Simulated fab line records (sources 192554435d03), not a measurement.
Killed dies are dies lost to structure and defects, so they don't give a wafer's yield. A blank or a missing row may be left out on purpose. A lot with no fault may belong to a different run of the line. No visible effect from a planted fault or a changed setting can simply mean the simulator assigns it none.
Which tool is to blame? :: flow n5 finfet :: 12 lots with 35 wafers sampled at 5 steps, on a route of 1938 steps

WHAT THE GAUGES SHOWED, per wafer
N5_BEOL_M6_OVL_MEAS_12. Usual: M6_OVL typically reads -0.1 nm, with standard deviation 0.75.
lot: L502
measured: day 10 02:49
on: overlay-02
M6_OVL (nm): 0.0 -0.1 0.1
flag: 

lot: L503
measured: day 10 05:47
on: overlay-01
M6_OVL (nm): -0.5 -0.9 -0.6
flag: 

lot: L504
measured: day 10 13:31
on: overlay-02
M6_OVL (nm): 1.1 1.9
flag: 

lot: L506
measured: day 11 15:50
on: overlay-02
M6_OVL (nm): 0.0 1.4 0.9
flag: 

lot: L508
measured: day 11 16:08
on: overlay-01
M6_OVL (nm): -0.7 -2.1 -1.8
flag: 

lot: L509
measured: day 11 21:11
on: overlay-01
M6_OVL (nm): 1.1 1.0 0.2
flag: 

lot: L510
measured: day 11 23:46
on: overlay-02
M6_OVL (nm): -0.1 -0.4 -0.5
flag: 

lot: L511
measured: day 12 04:17
on: overlay-02
M6_OVL (nm): 0.9 0.8 0.3
flag: 

lot: L517
measured: day 14 08:11
on: overlay-02
M6_OVL (nm): 11.7 11.2 11.3
flag: OFF

lot: L522
measured: day 14 22:13
on: overlay-01
M6_OVL (nm): 13.1 13.0 12.7
flag: OFF

lot: L523
measured: day 15 23:56
on: overlay-01
M6_OVL (nm): -0.4 -0.3 -0.4
flag: 

lot: L524
measured: day 16 01:19
on: overlay-01
M6_OVL (nm): -1.1 -0.5 -0.7
flag: 

N5_BEOL_M6_CD_MEAS_18: pitch 80 nm, target cd 40 nm. Usual: cd nm 39.8 nm, standard deviation 0.5.
lot: L502
measured: day 10 03:20
on: cd sem-02
cd nm (nm): 39.5 40.7 39.9
flag: 

lot: L503
measured: day 10 06:18
on: cd sem-02
cd nm (nm): 39.4 40.1 40.0
flag: 

lot: L504
measured: day 10 14:17
on: cd sem-02
cd nm (nm): 40.1 39.0
flag: 

lot: L506
measured: day 11 16:27
on: cd sem-03
cd nm (nm): 40.1 40.4 39.6
flag: 

lot: L508
measured: day 11 16:52
on: cd sem-03
cd nm (nm): 39.8 40.3 40.1
flag: 

lot: L509
measured: day 11 21:51
on: cd sem-02
cd nm (nm): 38.8 40.0 39.7
flag: 

lot: L510
measured: day 12 00:17
on: cd sem-01
cd nm (nm): 39.2 38.5 39.3
flag: 

lot: L511
measured: day 12 04:48
on: cd sem-03
cd nm (nm): 39.7 39.8 39.3
flag: 

lot: L517
measured: day 14 08:44
on: cd sem-02
cd nm (nm): 40.3 40.0 39.7
flag: 

lot: L522
measured: day 14 23:07
on: cd sem-01
cd nm (nm): 39.8 39.7 39.8
flag: 

lot: L523
measured: day 16 00:28
on: cd sem-03
cd nm (nm): 38.5 39.7 39.6
flag: 

lot: L524
measured: day 16 01:53
on: cd sem-03
cd nm (nm): 40.0 39.2 39.3
flag: 

TOOL THAT RAN EACH LOT (tool first, then ch and the chambers of the sampled wafers, then the start)
lot: L502
N5_BEOL_M5_ANNEAL_89: pvd sputter-02, day 9 23:02
N5_BEOL_M5_ANNEAL_51: rtp anneal-01 ch 0, day 10 00:17
N5_BEOL_M6_EXPOSE_08: arfi scanner-03 ch 0, day 10 02:40

lot: L503
N5_BEOL_M5_ANNEAL_89: pvd sputter-01, day 10 01:17
N5_BEOL_M5_ANNEAL_51: rtp anneal-01 ch 0, day 10 02:58
N5_BEOL_M6_EXPOSE_08: arfi scanner-01 ch 0, day 10 05:38

lot: L504
N5_BEOL_M5_ANNEAL_89: pvd sputter-02, day 10 09:43
N5_BEOL_M5_ANNEAL_51: rtp anneal-02 ch 0, day 10 10:58
N5_BEOL_M6_EXPOSE_08: arfi scanner-01 ch 0, day 10 13:21

lot: L506
N5_BEOL_M5_ANNEAL_89: pvd sputter-02, day 11 11:07
N5_BEOL_M5_ANNEAL_51: rtp anneal-02 ch 0, day 11 12:19
N5_BEOL_M6_EXPOSE_08: arfi scanner-01 ch 0, day 11 15:40

lot: L508
N5_BEOL_M5_ANNEAL_89: pvd sputter-03, day 11 12:07
N5_BEOL_M5_ANNEAL_51: rtp anneal-01 ch 0, day 11 13:19
N5_BEOL_M6_EXPOSE_08: arfi scanner-01 ch 0, day 11 15:59

lot: L509
N5_BEOL_M5_ANNEAL_89: pvd sputter-02, day 11 16:29
N5_BEOL_M5_ANNEAL_51: rtp anneal-02 ch 0, day 11 17:41
N5_BEOL_M6_EXPOSE_08: arfi scanner-01 ch 0, day 11 21:01

lot: L510
N5_BEOL_M5_ANNEAL_89: pvd sputter-01, day 11 19:20
N5_BEOL_M5_ANNEAL_51: rtp anneal-02 ch 0, day 11 20:32
N5_BEOL_M6_EXPOSE_08: arfi scanner-03 ch 0, day 11 23:37

lot: L511
N5_BEOL_M5_ANNEAL_89: pvd sputter-02, day 11 23:09
N5_BEOL_M5_ANNEAL_51: rtp anneal-01 ch 0, day 12 00:52
N5_BEOL_M6_EXPOSE_08: arfi scanner-03 ch 0, day 12 04:08

lot: L517
N5_BEOL_M5_ANNEAL_89: pvd sputter-02, day 14 03:49
N5_BEOL_M5_ANNEAL_51: rtp anneal-02 ch 0, day 14 05:19
N5_BEOL_M6_EXPOSE_08: arfi scanner-03 ch 0, day 14 08:01

lot: L522
N5_BEOL_M5_ANNEAL_89: pvd sputter-03, day 14 17:18
N5_BEOL_M5_ANNEAL_51: rtp anneal-01 ch 0, day 14 18:49
N5_BEOL_M6_EXPOSE_08: arfi scanner-03 ch 0, day 14 22:04

lot: L523
N5_BEOL_M5_ANNEAL_89: pvd sputter-03, day 15 18:47
N5_BEOL_M5_ANNEAL_51: rtp anneal-02 ch 0, day 15 20:03
N5_BEOL_M6_EXPOSE_08: arfi scanner-01 ch 0, day 15 23:47

lot: L524
N5_BEOL_M5_ANNEAL_89: pvd sputter-01, day 15 21:13
N5_BEOL_M5_ANNEAL_51: rtp anneal-02 ch 0, day 15 22:25
N5_BEOL_M6_EXPOSE_08: arfi scanner-01 ch 0, day 16 01:10
- N5_BEOL_M5_ANNEAL_89: time 1800 s.
- N5_BEOL_M5_ANNEAL_51: time 90 s.
- N5_BEOL_M6_EXPOSE_08: exposes mask M6.

AS READ BY THE TOOLS THEMSELVES (means over the sampled wafers that have a number; for cases with no such wafer, the mark the record gives instead)
N5_BEOL_M5_ANNEAL_89. Usual: heater power w 863 W, standard deviation 110; susceptor temp C 399.99 C, standard deviation 0.2; susceptor_temp_C_max 400.8, standard deviation 0.37.
lot: L502
tool: pvd sputter-02
heater power w (W): 886
susceptor temp C (C): 400.05
susceptor_temp_C_max: 400.7
flag: 

lot: L503
tool: pvd sputter-01
heater power w (W): 862
susceptor temp C (C): 399.90
susceptor_temp_C_max: 400.8
flag: 

lot: L504
tool: pvd sputter-02
heater power w (W): 720
susceptor temp C (C): 399.89
susceptor_temp_C_max: 400.7
flag: 

lot: L506
tool: pvd sputter-02
heater power w (W): 808
susceptor temp C (C): 399.76
susceptor_temp_C_max: 400.4
flag: 

lot: L508
tool: pvd sputter-03
heater power w (W): 827
susceptor temp C (C): 399.89
susceptor_temp_C_max: 401.0
flag: 

lot: L509
tool: pvd sputter-02
heater power w (W): 864
susceptor temp C (C): 399.91
susceptor_temp_C_max: 400.5
flag: 

lot: L510
tool: pvd sputter-01
heater power w (W): 888
susceptor temp C (C): 399.97
susceptor_temp_C_max: 400.8
flag: 

lot: L511
tool: pvd sputter-02
heater power w (W): 937
susceptor temp C (C): 400.09
susceptor_temp_C_max: 400.8
flag: 

lot: L517
tool: pvd sputter-02
heater power w (W): 766
susceptor temp C (C): 400.03
susceptor_temp_C_max: 400.7
flag: 

lot: L522
tool: pvd sputter-03
heater power w (W): 807
susceptor temp C (C): 400.09
susceptor_temp_C_max: 401.5
flag: 

lot: L523
tool: pvd sputter-03
heater power w (W): 789
susceptor temp C (C): 399.90
susceptor_temp_C_max: 401.4
flag: 

lot: L524
tool: pvd sputter-01
heater power w (W): 887
susceptor temp C (C): 399.88
susceptor_temp_C_max: 400.5
flag: 

N5_BEOL_M5_ANNEAL_51. Usual: anneal temp c 224.98 C, standard deviation 0.18; wafer_temp_C_max 226.22, standard deviation 0.28.
lot: L502
tool: rtp anneal-01
anneal temp c (C): 224.91
wafer_temp_C_max: 226.69
flag: 

lot: L503
tool: rtp anneal-01
anneal temp c (C): 225.19
wafer_temp_C_max: 226.23
flag: 

lot: L504
tool: rtp anneal-02
anneal temp c (C): 224.82
wafer_temp_C_max: 226.32
flag: 

lot: L506
tool: rtp anneal-02
anneal temp c (C): 225.04
wafer_temp_C_max: 226.15
flag: 

lot: L508
tool: rtp anneal-01
anneal temp c (C): 225.02
wafer_temp_C_max: 226.23
flag: 

lot: L509
tool: rtp anneal-02
anneal temp c (C): 224.94
wafer_temp_C_max: 226.17
flag: 

lot: L510
tool: rtp anneal-02
anneal temp c (C): 224.79
wafer_temp_C_max: 226.31
flag: 

lot: L511
tool: rtp anneal-01
anneal temp c (C): 224.99
wafer_temp_C_max: 226.40
flag: 

lot: L517
tool: rtp anneal-02
anneal temp c (C): 224.98
wafer_temp_C_max: 226.28
flag: 

lot: L522
tool: rtp anneal-01
anneal temp c (C): 225.11
wafer_temp_C_max: 225.93
flag: 

lot: L523
tool: rtp anneal-02
anneal temp c (C): 225.09
wafer_temp_C_max: 226.08
flag: 

lot: L524
tool: rtp anneal-02
anneal temp c (C): 224.94
wafer_temp_C_max: 226.21
flag: 

THE ANSWER, worked out from the rows above alone
Rule: a lot is off if the mean of its wafers that have a number lies more than 3 standard deviations from the usual mean. A lot without any number at a reading at which 4 lots or more have one is off too. Where the step has rows for the other lots, those lots are counted as sound. First the gauges in route order, then the tools' own readings, where a lot's mean is used as printed above. At the first step where some lot is off, the reading lying furthest off is the one used; lots without a number count as furthest.
Off: at N5_BEOL_M6_OVL_MEAS_12 (M6_OVL), L517, L522.
If a tool, at a process step before that reading, ran all the lots that are off and no sound lot after the first of them, it fits. Gauges at N5_BEOL_M6_OVL_MEAS_12: tried the same way as those tools. One fits: N5_BEOL_M6_EXPOSE_08 on arfi scanner-03. A fault onset in the window from L511 (day 12 04:08, its last sound lot) to L517 (day 14 08:01, its first lot off) fits.

WHAT WAS PUT IN BY THE SIMULATOR
Scanner matching overlay: arfi scanner-03, from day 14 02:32 on, at N5_BEOL_M6_EXPOSE_08. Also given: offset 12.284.
Shown lots that were struck: L517, L522. The rule given above showed the same thing.
